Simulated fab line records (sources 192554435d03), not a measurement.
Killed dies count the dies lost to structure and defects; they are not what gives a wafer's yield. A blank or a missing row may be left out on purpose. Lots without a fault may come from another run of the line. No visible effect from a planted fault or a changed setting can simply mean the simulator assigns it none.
fab line records	flow n5-finfet
[record] lots = 10	wafers = 30	last-day = 17
route steps=1938 shown BEOL_M4@1111 BEOL_M12@1632 BEOL_M13@1659 PASSIVATION@1936
lots that met no fault: from a run of the same line without faults
start-h: hours from the record's opening day to when the first of the lot's shown wafers began	wait-h: hours from the lot's prior step to this one	" repeats the value in the row above	L1.1+2: one row covering several wafers at once	- no value present, or no start provided	* or withheld: withheld	< > ~ a bound
route shown NAME@n: NAME is a module with steps in the file, n the number in the route of the first one	usual: mean and standard deviation over wafers with no fault	same: alike in all rows	chamber/n: place in a boat	sites: per-site readings	_std_site: their standard deviation	_edge_site: inner sites' mean taken away from outer sites' mean	radius-mm: how far each site lies from the wafer's centre	mask NAME#n: copy n	behind: the last tool/chamber to shape the wafer	hold: reason for holding the lot/hours on hold/outcome of the hold	device: whichever transistor did not switch (one of n, p or np)	end of line: the same wafers' tests at the end of the route	a step given without rows: its recipe and nothing more	killed: at the first sort, the dies lost to defects and structure; wafer yield is something else	map: shows each die of a wafer: x if killed, . if not, _ if none is there
set.NAME: the setting that was run; set.NAME@STEP: the one run at that earlier step	model.NAME: the simulator's own value behind a step, which no gauge read
the route's steps for a sample of lots (tables are steps, rows are wafers)
services: a tool's chamber out of use, with start hour (start-h, from the record's first day; less than 0 if before it), hours out, and reason
[[steps]]
[step N5_BEOL_M4_RC_MEAS_101]
[usual] DIBL_N = 36.4/1.4	DIBL_P = 36.3/1.5	IOFF_N = 0.162/0.023	IOFF_P = 0.211/0.027	ION_N = 676/9.7	ION_P = 463/6.4	SS_N = 71.5/0.5	SS_P = 73.3/0.6	VT_N = 249.3/2.5	VT_P = -249.9/2.8
lot.wafer	tool	chamber	start-h	wait-h	DIBL_N[mV/V]	DIBL_P[mV/V]	IOFF_N[nA/um]	IOFF_P[nA/um]	ION_N[uA/um]	ION_P[uA/um]	SS_N[mV/dec]	SS_P[mV/dec]	VT_N[mV]	VT_P[mV]
L379.2	prober-02	0	173.70	0.2	36.4	35.9	0.157	0.212	680	470	70.9	73.2	248.7	-249.4
L379.3	"	0	"	"	37.6	36.8	0.184	0.222	685	468	71.6	73.4	247.1	-247.8
L379.6	"	0	"	"	36.8	35.5	0.168	0.214	683	468	71.6	72.8	247.9	-248.2
L380.3	prober-02	0	180.56	0.3	36.4	36.6	0.157	0.228	673	465	71.7	73.9	252.4	-249.1
L380.4	"	0	"	"	36.8	37.2	0.168	0.234	667	463	72.5	74.0	250.6	-248.0
L380.6	"	0	"	"	34.2	34.2	0.123	0.191	664	456	71.4	72.8	254.9	-250.8
L384.4	prober-01	0	212.91	0.5	33.7	33.6	0.121	0.176	664	462	70.7	72.0	253.4	-253.6
L384.5	"	0	"	"	36.4	36.3	0.162	0.223	671	461	70.9	72.7	249.2	-250.1
L384.6	"	0	"	"	37.4	38.2	0.174	0.237	670	458	71.6	73.3	249.3	-247.8
L385.2	prober-01	0	217.96	0.2	36.1	37.9	0.168	0.210	679	464	71.3	74.0	247.3	-248.0
L385.3	"	0	"	"	35.1	36.0	0.144	0.177	674	458	71.2	73.6	250.4	-253.1
L385.6	"	0	"	"	34.5	35.8	0.128	0.178	660	460	71.1	73.0	252.3	-252.5
L388.2	prober-01	0	236.50	0.2	35.7	34.9	0.142	0.204	672	468	71.3	72.5	249.4	-246.3
L388.3	"	0	"	"	36.9	36.0	0.154	0.207	660	459	71.2	73.3	246.6	-248.5
L388.4	"	0	"	"	37.6	35.8	0.162	0.207	661	452	72.1	72.9	251.6	-247.9
L390.2	prober-02	0	241.10	0.2	38.3	37.4	0.166	0.247	669	462	71.2	73.4	248.3	-245.2
L390.3	"	0	"	"	36.5	35.2	0.143	0.202	679	467	71.3	73.2	247.4	-248.1
L390.6	"	0	"	"	37.7	36.0	0.160	0.222	670	455	71.3	72.9	249.1	-247.1
L396.3	prober-02	0	292.67	0.3	35.7	35.6	0.161	0.188	681	458	72.2	73.8	249.8	-252.5
L396.4	"	0	"	"	36.4	37.2	0.173	0.212	675	457	71.8	74.8	248.5	-249.4
L396.6	"	0	"	"	36.1	36.2	0.163	0.193	689	462	71.4	73.2	250.0	-252.2
L397.1	prober-02	0	295.55	0.0	36.0	34.2	0.153	0.213	670	462	71.6	73.0	250.2	-250.2
L397.2	"	0	"	"	36.4	33.9	0.162	0.216	661	457	71.6	71.9	250.8	-246.2
L397.6	"	0	"	"	36.4	35.0	0.162	0.231	665	466	71.4	73.6	250.8	-248.0
L399.2	prober-01	0	296.27	0.2	36.9	36.1	0.163	0.192	676	459	71.7	73.5	249.4	-251.9
L399.4	"	0	"	"	40.8	42.2	0.254	0.309	706	473	72.2	75.0	244.1	-243.8
L399.5	"	0	"	"	38.4	38.3	0.188	0.240	699	472	71.9	74.3	248.1	-250.8
L400.1	prober-02	0	297.84	0.0	34.1	32.7	0.122	0.172	674	465	70.9	72.6	252.4	-251.9
L400.2	"	0	"	"	37.0	36.4	0.164	0.225	673	463	71.6	73.3	248.5	-248.6
L400.5	"	0	"	"	35.6	35.0	0.149	0.198	691	470	71.2	73.7	247.3	-248.5
[step N5_BEOL_M12_CD_MEAS_28]
[recipe] target-cd-nm = 160.2	landing-energy-ev = 500	detector = se-inlens	polarity = opening
[usual] cd-nm = 160.6/1.1
[same] landing-energy-ev = 500
lot.wafer	tool	chamber	start-h	wait-h	cd-nm
L379.2	cd-sem-01	0	233.15	-	161.2
L379.3	"	0	"	"	161.6
L379.6	"	0	"	"	161.3
L380.3	cd-sem-02	0	251.02	-	161.2
L380.4	"	0	"	"	161.3
L380.6	"	0	"	"	160.0
L384.4	cd-sem-03	0	282.12	-	161.6
L384.5	"	0	"	"	160.1
L384.6	"	0	"	"	160.9
L385.2	cd-sem-02	0	286.59	-	160.4
L385.3	"	0	"	"	159.4
L385.6	"	0	"	"	159.9
L388.2	cd-sem-01	0	298.81	-	160.0
L388.3	"	0	"	"	160.2
L388.4	"	0	"	"	159.4
L390.2	cd-sem-02	0	305.29	-	158.8
L390.3	"	0	"	"	161.2
L390.6	"	0	"	"	161.3
L397.1	cd-sem-02	0	355.37	-	160.3
L397.2	"	0	"	"	160.6
L397.6	"	0	"	"	160.0
L399.2	cd-sem-02	0	362.31	-	161.9
L399.4	"	0	"	"	160.8
L399.5	"	0	"	"	161.3
L400.1	cd-sem-02	0	362.82	-	162.6
L400.2	"	0	"	"	160.9
L400.5	"	0	"	"	161.4
L396.3	cd-sem-02	0	363.33	-	159.3
L396.4	"	0	"	"	158.1
L396.6	"	0	"	"	160.2
[step N5_BEOL_M12_STRIP_37]
[recipe] chemistry = N2/H2	power-w = 1000	temp-c = 250	h2-frac = 0.65	overash-fraction = 0.3	pressure-mtorr = withheld	n2-flow-sccm = 1750	h2-flow-sccm = 3250
[usual] drypump-motor-current-A = 6.1/0.43	h2-flow-sccm = 3248/11	heater-power-w = 343/21	oes-product-au = 0.790/0.011
lot.wafer	tool	chamber	start-h	wait-h	drypump-motor-current-A	h2-flow-sccm	heater-power-w	oes-product-au	rf-hours-counter-h
L379.2	plasma-asher-02	1	234.13	0.0	6.5	3247	304	0.791	128
L379.3	"	0	"	"	6.3	3256	327	0.791	-
L379.6	"	1	"	"	6.5	3241	319	0.768	-
L380.3	plasma-asher-01	0	251.68	0.1	5.5	3249	373	0.786	-
L380.4	"	1	"	"	6.4	3251	339	0.790	-
L380.6	"	0	"	"	5.6	3246	377	0.791	-
L384.4	plasma-asher-02	1	282.78	0.1	6.5	3267	312	0.768	-
L384.5	"	1	"	"	6.5	3273	307	0.813	-
L384.6	"	0	"	"	6.4	3242	326	0.790	-
L385.2	plasma-asher-01	1	287.40	0.0	6.5	3251	341	0.776	75
L385.3	"	1	"	"	6.5	3252	345	0.800	-
L385.6	"	1	"	"	6.5	3238	336	0.789	-
L388.2	plasma-asher-01	1	299.52	0.0	-	-	-	-	-
L388.3	"	1	"	"	-	-	-	-	-
L388.4	"	0	"	"	-	-	-	-	-
L390.2	plasma-asher-01	0	306.12	0.0	-	-	-	-	-
L390.3	"	0	"	"	-	-	-	-	-
L390.6	"	0	"	"	-	-	-	-	-
L397.1	plasma-asher-01	1	356.09	0.0	6.5	3241	345	0.787	89
L397.2	"	0	"	"	5.5	3257	360	0.791	89
L397.6	"	0	"	"	5.5	3263	379	0.773	-
L399.2	plasma-asher-02	0	363.19	0.0	6.4	3239	328	0.806	152
L399.4	"	1	"	"	6.5	3241	307	0.801	-
L399.5	"	0	"	"	6.4	3254	334	0.790	-
L400.1	plasma-asher-01	0	363.68	0.0	5.5	3245	371	0.771	90
L400.2	"	1	"	"	6.5	3249	344	0.775	90
L400.5	"	1	"	"	6.5	3255	339	0.807	-
L396.3	plasma-asher-01	0	364.45	0.1	5.6	3261	373	0.788	-
L396.4	"	1	"	"	6.5	3251	343	0.781	-
L396.6	"	1	"	"	6.5	3261	337	0.800	-
[step N5_BEOL_M12_SPUTTER_44]
[recipe] material = Ta	target-thk-a = 100	temp-c = 50	bias-v = 80	power-w = 15000	chamber-pressure-pa = 0.07	time-s = 16.13
[usual] throttle-valve-pct = 30.1/0.41
lot.wafer	tool	chamber	start-h	wait-h	throttle-valve-pct
L379.2	pvd-sputter-01	-	236.43	0.0	30.8
L379.3	"	-	"	"	29.8
L379.6	"	-	"	"	30.0
L380.3	pvd-sputter-02	-	254.67	0.0	29.5
L380.4	"	-	"	"	30.1
L380.6	"	-	"	"	29.4
L384.4	pvd-sputter-03	-	283.95	0.0	30.0
L384.5	"	-	"	"	29.9
L384.6	"	-	"	"	29.5
L385.2	pvd-sputter-02	-	289.02	0.0	29.9
L385.3	"	-	"	"	30.2
L385.6	"	-	"	"	30.6
L388.2	pvd-sputter-03	-	300.46	0.0	30.0
L388.3	"	-	"	"	30.2
L388.4	"	-	"	"	30.4
L390.2	pvd-sputter-02	-	312.71	0.0	30.5
L390.3	"	-	"	"	30.0
L390.6	"	-	"	"	30.3
L397.1	pvd-sputter-03	-	358.95	0.0	30.2
L397.2	"	-	"	"	29.7
L397.6	"	-	"	"	30.7
L399.2	pvd-sputter-01	-	363.97	0.0	29.9
L399.4	"	-	"	"	30.7
L399.5	"	-	"	"	30.0
L400.1	pvd-sputter-02	-	365.45	0.0	29.6
L400.2	"	-	"	"	30.1
L400.5	"	-	"	"	29.8
L396.3	pvd-sputter-01	-	367.13	0.0	29.9
L396.4	"	-	"	"	30.0
L396.6	"	-	"	"	29.8
[step N5_BEOL_M13_ILD_DEP_00]
[recipe] material = SiOC	target-thk-a = 8379.2	temp-c = 350	precursor = DEMS/O2	pressure-torr = 5	rf-w = 500	time-s = 166.4
[usual] heater-power-w = 524/57	showerhead-plenum-p-Torr = 5.697/0.013	throttle-valve-pct = 11.8/0.41
lot.wafer	tool	chamber	start-h	wait-h	heater-power-w	showerhead-plenum-p-Torr	throttle-valve-pct
L379.2	pecvd-02	2	237.95	0.0	575	5.707	12.1
L379.3	"	0	"	"	573	5.702	11.3
L379.6	"	1	"	"	428	5.699	11.4
L380.3	pecvd-03	2	255.86	0.0	489	5.707	12.0
L380.4	"	1	"	"	393	5.687	11.9
L380.6	"	0	"	"	476	5.680	12.4
L384.4	pecvd-01	0	285.13	0.1	536	5.688	12.1
L384.5	"	2	"	"	588	5.702	10.8
L384.6	"	1	"	"	482	5.707	11.7
L385.2	pecvd-02	0	290.68	0.0	514	5.704	11.8
L385.3	"	1	"	"	473	5.680	11.6
L385.6	"	2	"	"	502	5.723	12.3
L397.1	pecvd-01	2	360.08	0.0	524	5.684	11.1
L397.2	"	1	"	"	588	5.692	12.0
L397.6	"	1	"	"	473	5.693	11.9
L399.2	pecvd-03	0	365.91	0.0	466	5.681	12.6
L399.4	"	2	"	"	559	5.733	12.1
L399.5	"	1	"	"	454	5.718	12.0
L400.1	pecvd-02	1	366.89	0.0	497	5.661	11.9
L400.2	"	0	"	"	575	5.698	11.9
L400.5	"	1	"	"	512	5.699	11.6
L396.3	pecvd-02	0	368.25	0.0	565	5.713	11.7
L396.4	"	1	"	"	433	5.686	11.7
L396.6	"	0	"	"	581	5.713	11.6
[step N5_PASSIVATION_PROBE_49]
[usual] defect-limited-yield = 91.3/1.3	killed_at_M0_to_M3 = 33/8.9	killed_at_M4_up = 15/5.4	killed-at-contacts = 13/5.8	killed-at-front-end = 39/9.9	killed-at-other = 3.2/2.9	killed-dies = 102/15	killed-on-rim = 13/3.7	killed-open = 68/12	killed-short = 34/7.6	sort_bin_4_leakage = 0.00/0.007	sort_bin_5_function = 5.1/0.89	sort_bin_6_memory = 3.2/0.63	sort-n-pass = 1078/15	sort-yield-pct = 91.3/1.3
[same] gross-dies = 1180	killed-at-back-side = 0	sort_bin_8_speed[%] = 0
lot.wafer	tool	chamber	start-h	wait-h	defect-limited-yield[%]	killed_at_M0_to_M3	killed_at_M4_up	killed-at-contacts	killed-at-front-end	killed-at-other	killed-dies	killed-on-rim	killed-open	killed-short	sort_bin_4_leakage[%]	sort_bin_5_function[%]	sort_bin_6_memory[%]	sort-n-pass	sort-yield-pct[%]
L379.2	prober-02	-	268.61	0.1	90.0	33	15	15	55	0	118	18	88	30	0	5.9	3.9	1062	90.0
L379.3	prober-02	-	268.66	0.1	89.9	28	20	22	48	1	119	16	84	35	0	5.2	4.6	1061	89.9
L379.6	prober-02	-	268.81	0.3	92.4	17	27	11	35	0	90	11	63	27	0	4.7	3.0	1090	92.4
L380.3	prober-02	-	286.52	0.1	92.1	40	16	7	20	10	93	10	67	26	0	4.7	3.1	1087	92.1
L380.4	prober-02	-	286.57	0.2	90.7	44	18	13	29	6	110	17	70	38	0	5.3	3.9	1070	90.7
L380.6	prober-02	-	286.67	0.3	93.4	29	12	4	26	7	78	9	50	27	0	3.9	2.5	1102	93.4
L384.4	prober-01	-	318.07	0.2	91.4	39	8	12	38	5	102	10	55	47	0	4.7	3.3	1078	91.4
L384.5	prober-01	-	318.12	0.2	90.3	36	13	16	45	4	114	12	79	35	0	5.2	4.2	1066	90.3
L384.6	prober-01	-	318.17	0.3	91.4	24	12	16	46	3	101	14	69	32	0	4.6	3.6	1079	91.4
L385.2	prober-01	-	324.75	0.1	92.5	29	11	12	36	0	88	11	54	33	0	5.1	2.2	1092	92.5
L385.3	prober-01	-	324.80	0.1	94.4	25	6	4	29	2	66	4	42	24	0	3.8	1.8	1114	94.4
L385.6	prober-01	-	324.95	0.3	93.0	24	7	20	28	4	83	9	55	27	0	4.5	2.3	1097	93.0
L388.2	prober-01	-	336.70	0.1	0	18	1111	7	36	8	1180	152	60	27	0	96.7	3.1	0	0
L388.3	prober-01	-	336.75	0.1	0	29	1095	14	31	11	1180	152	57	36	0	96.5	3.1	0	0
L388.4	prober-01	-	336.80	0.2	0	27	1084	8	55	6	1180	152	85	36	0	96.0	3.7	0	0
L390.2	prober-02	-	345.31	0.1	0	40	1079	8	51	2	1180	152	74	40	0	96.2	3.6	0	0
L390.3	prober-02	-	345.36	0.1	0	21	1083	18	57	1	1180	152	72	38	0	96.1	3.6	0	0
L390.6	prober-02	-	345.51	0.3	0	32	1063	14	66	5	1180	152	82	48	0	96.4	3.6	0	0
// killed by level:class
L379.2 MOL_CONTACT_COAG:geometric-particle:open=14 DUMMY_GATE:geometric-particle:open=13 BEOL_M1:geometric-particle:open=13 STI_FIN_REVEAL:geometric-particle:open=9 BEOL_M4:geometric-particle:open=9 GATE_CUT:geometric-particle:short=9 FIN_SAQP:geometric-particle:short=8 BEOL_M2:geometric-particle:open=7
L379.3 STI_FIN_REVEAL:geometric-particle:open=21 MOL_CONTACT_COAG:geometric-particle:open=15 BEOL_M4:geometric-particle:open=14 GATE_CUT:geometric-particle:short=8 MOL_CONTACT_COAG:geometric-particle:short=7 BEOL_M0_SAQP:geometric-particle:open=6 BEOL_M2:geometric-particle:open=6 DUMMY_GATE:geometric-particle:open=4
L379.6 BEOL_M4:geometric-particle:open=20 STI_FIN_REVEAL:geometric-particle:open=10 MOL_CONTACT_COAG:geometric-particle:open=10 FIN_SAQP:geometric-particle:short=7 BEOL_M0_SAQP:geometric-particle:open=6 DUMMY_GATE:geometric-particle:open=4 GATE_CUT:geometric-particle:short=3 STARTING-WAFER:geometric-particle:short=3
L380.3 BEOL_M0_SAQP:geometric-particle:open=13 FIN_SAQP:geometric-particle:open=9 BEOL_M0_SAQP:geometric-particle:short=8 BEOL_M2:geometric-particle:open=7 MOL_CONTACT_COAG:geometric-particle:open=6 BEOL_M4:geometric-particle:open=6 PAD_METAL:geometric-particle:open=6 BEOL_M2:geometric-particle:short=4
L380.4 MOL_CONTACT_COAG:geometric-particle:open=11 BEOL_M2:geometric-particle:short=8 BEOL_M0_SAQP:geometric-particle:open=7 BEOL_M2:geometric-particle:open=7 DUMMY_GATE:geometric-particle:open=6 BEOL_M0_SAQP:geometric-particle:short=6 STARTING-WAFER:geometric-particle:open=6 GATE_CUT:geometric-particle:short=5
L380.6 BEOL_M0_SAQP:geometric-particle:short=6 BEOL_M2:geometric-particle:open=6 DUMMY_GATE:geometric-particle:open=5 GATE_CUT:geometric-particle:short=5 BEOL_M0_SAQP:geometric-particle:open=5 BEOL_M3:geometric-particle:open=5 FIN_SAQP:geometric-particle:open=4 MOL_CONTACT_COAG:geometric-particle:open=4
L384.4 BEOL_M0_SAQP:geometric-particle:short=13 FIN_SAQP:geometric-particle:short=9 BEOL_M0_SAQP:geometric-particle:open=9 FIN_SAQP:geometric-particle:open=8 MOL_CONTACT_COAG:geometric-particle:short=6 MOL_CONTACT_COAG:geometric-particle:open=6 STI_FIN_REVEAL:geometric-particle:open=4 DUMMY_GATE:geometric-particle:open=4
L384.5 BEOL_M0_SAQP:geometric-particle:open=14 MOL_CONTACT_COAG:geometric-particle:open=12 FIN_SAQP:geometric-particle:open=9 STI_FIN_REVEAL:geometric-particle:open=9 BEOL_M4:geometric-particle:open=8 BEOL_M2:geometric-particle:open=8 GATE_CUT:geometric-particle:short=7 BEOL_M0_SAQP:geometric-particle:short=7
L384.6 MOL_CONTACT_COAG:geometric-particle:open=13 FIN_SAQP:geometric-particle:short=12 FIN_SAQP:geometric-particle:open=11 BEOL_M0_SAQP:geometric-particle:open=8 STI_FIN_REVEAL:geometric-particle:open=7 BEOL_M2:geometric-particle:open=6 BEOL_M4:geometric-particle:open=4 STARTING-WAFER:geometric-particle:open=3
L385.2 STI_FIN_REVEAL:geometric-particle:open=10 MOL_CONTACT_COAG:geometric-particle:open=8 BEOL_M0_SAQP:geometric-particle:short=8 BEOL_M2:geometric-particle:open=6 FIN_SAQP:geometric-particle:short=5 STI_FIN_REVEAL:geometric-particle:short=5 MOL_CONTACT_COAG:geometric-particle:short=4 BEOL_M1:geometric-particle:open=4
L385.3 STI_FIN_REVEAL:geometric-particle:open=8 BEOL_M3:geometric-particle:open=7 FIN_SAQP:geometric-particle:short=6 BEOL_M2:geometric-particle:open=6 BEOL_M0_SAQP:geometric-particle:short=5 BEOL_M0_SAQP:geometric-particle:open=4 FIN_SAQP:geometric-particle:open=3 GATE_CUT:geometric-particle:short=3
L385.6 MOL_CONTACT_COAG:geometric-particle:open=12 MOL_CONTACT_COAG:geometric-particle:short=8 BEOL_M1:geometric-particle:open=8 BEOL_M2:geometric-particle:open=7 FIN_SAQP:geometric-particle:open=5 STI_FIN_REVEAL:geometric-particle:short=4 STI_FIN_REVEAL:geometric-particle:open=4 DUMMY_GATE:geometric-particle:open=4
L388.2 BEOL_M12:area-sputter=1092 FIN_SAQP:geometric-particle:open=15 FIN_SAQP:geometric-particle:short=11 BEOL_M4:geometric-particle:open=10 MOL_CONTACT_COAG:geometric-particle:open=7 DUMMY_GATE:geometric-particle:open=5 BEOL_M2:geometric-particle:open=5 BEOL_M3:geometric-particle:open=4
L388.3 BEOL_M12:area-sputter=1087 FIN_SAQP:geometric-particle:short=12 MOL_CONTACT_COAG:geometric-particle:open=11 BEOL_M3:geometric-particle:open=8 PAD_METAL:geometric-particle:short=6 BEOL_M0_SAQP:geometric-particle:open=5 BEOL_M1:geometric-particle:open=5 FIN_SAQP:geometric-particle:open=4
L388.4 BEOL_M12:area-sputter=1056 BEOL_M4:geometric-particle:open=19 FIN_SAQP:geometric-particle:open=17 FIN_SAQP:geometric-particle:short=14 BEOL_M3:geometric-particle:open=13 STI_FIN_REVEAL:geometric-particle:open=10 MOL_CONTACT_COAG:geometric-particle:open=5 BEOL_M3:geometric-particle:short=5
L390.2 BEOL_M12:area-sputter=1065 FIN_SAQP:geometric-particle:short=16 STI_FIN_REVEAL:geometric-particle:open=13 BEOL_M0_SAQP:geometric-particle:open=11 FIN_SAQP:geometric-particle:open=8 BEOL_M1:geometric-particle:open=8 BEOL_M3:geometric-particle:open=8 BEOL_M4:geometric-particle:open=8
L390.3 BEOL_M12:area-sputter=1070 FIN_SAQP:geometric-particle:open=19 FIN_SAQP:geometric-particle:short=18 MOL_CONTACT_COAG:geometric-particle:open=17 BEOL_M2:geometric-particle:open=7 GATE_CUT:geometric-particle:short=7 BEOL_M0_SAQP:geometric-particle:open=5 GATE_CUT:geometric-particle:open=4
L390.6 BEOL_M12:area-sputter=1049 FIN_SAQP:geometric-particle:short=21 FIN_SAQP:geometric-particle:open=16 MOL_CONTACT_COAG:geometric-particle:open=12 BEOL_M1:geometric-particle:open=10 STI_FIN_REVEAL:geometric-particle:open=9 GATE_CUT:geometric-particle:short=8 BEOL_M2:geometric-particle:open=6
[[services]]
tool	chamber	start-h	hours	kind
plasma-asher-01	-	223.51	2.8	pm
plasma-asher-02	-	264.38	15.6	pm
pecvd-03	1	272.89	2.1	scheduled-down
pecvd-01	1	274.01	5.5	scheduled-down
pecvd-01	-	330.40	2.8	pm
pecvd-03	-	331.52	6.0	pm
pvd-sputter-03	-	338.38	2.8	repair
[[key]]
[first-sign] step = N5_BEOL_M12_STRIP_37	reading = tool-record	direction = missing
[effect] step = N5_PASSIVATION_PROBE_49	reading = killed_at_M4_up	direction = up	sigmas = 99+	usual = 15	struck = 1086
[more-kills-born-at] N5_BEOL_M12_SPUTTER_43@pvd-sputter-03 = 3235	N5_BEOL_M12_SPUTTER_43@pvd-sputter-02 = 3184
met-at N5_BEOL_M12_STRIP_37
struck-lots L388,L390
later-rows-left-out L388.2,L388.3,L388.4,L390.2,L390.3,L390.6
not-acting-at N5_BEOL_M12_CD_MEAS_28,N5_BEOL_M12_SPUTTER_44,N5_BEOL_M13_ILD_DEP_00
onset-between 287.40 299.52
[fault] kind = skipped-step-whole	tool = plasma-asher-01	chamber = -	onset-h = 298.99	steps = N5_BEOL_M12_STRIP_37	scope = struck-lots-only
// later-rows-left-out: the simulator's readings of these wafers behind a module that went badly wrong aren't trusted and aren't shown, but for the sort
